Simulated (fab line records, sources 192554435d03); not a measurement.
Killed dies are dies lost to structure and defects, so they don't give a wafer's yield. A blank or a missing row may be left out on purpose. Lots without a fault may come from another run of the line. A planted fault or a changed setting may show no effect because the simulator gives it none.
Chamber matching | flow n5_finfet | N5_WELL_APT_DESCUM_30 on rie_diel-04: 4 sister chambers
The step chemistry O2, time 7.9 s. 8 wafers are shown with their chamber, then 8 later ones without.

WAFERS WITH THEIR CHAMBER
wafer  | chamber | drypump_motor_current_A (A) | showerhead_plenum_p_Torr (Torr)
L075.1 | 0       | 6.1                         | 2.16
L075.2 | 3       | 5.1                         | 2.17
L085.1 | 3       | 5.1                         | 2.16
L087.1 | 0       | 6.0                         | 2.15
L088.6 | 1       | 5.6                         | 1.96
L090.3 | 1       | 5.6                         | 1.96
L090.5 | 2       | 5.7                         | 2.14
L091.2 | 2       | 5.7                         | 2.14

WAFERS WITHOUT THEIR CHAMBER
wafer  | drypump_motor_current_A (A) | showerhead_plenum_p_Torr (Torr)
L091.4 | 5.1                         | 2.16
L091.6 | 6.0                         | 2.14
L092.2 | 6.0                         | 2.14
L092.4 | 5.7                         | 2.14
L092.6 | 5.6                         | 1.96
L093.2 | 5.6                         | 1.96
L093.3 | 5.1                         | 2.16
L093.5 | 6.0                         | 2.14

WHICH CHAMBER EACH WENT THROUGH
wafer  | from the rows above | in truth
L091.4 | 3                   | 3
L091.6 | 0                   | 0
L092.2 | 0                   | 0
L092.4 | 2                   | 2
L092.6 | 1                   | 1
L093.2 | 1                   | 1
L093.3 | 3                   | 3
L093.5 | 0                   | 0
Placed correctly: 8 of 8. Can't be placed from these rows: 0. Placed wrongly: 0.
How it was worked out, from the rows above alone: a wafer's distance from a chamber is the root of the sum, over the readings, of the square of ((its reading less the chamber's mean) divided by the reading's scatter). The wafer belongs to the nearest chamber; if the next one is less than 2 further off, it can't be placed. A chamber's mean is the mean of its shown wafers. The scatter: the root of (the sum of the squares of (reading less its chamber's mean) over the shown wafers, divided by (wafers less chambers)).
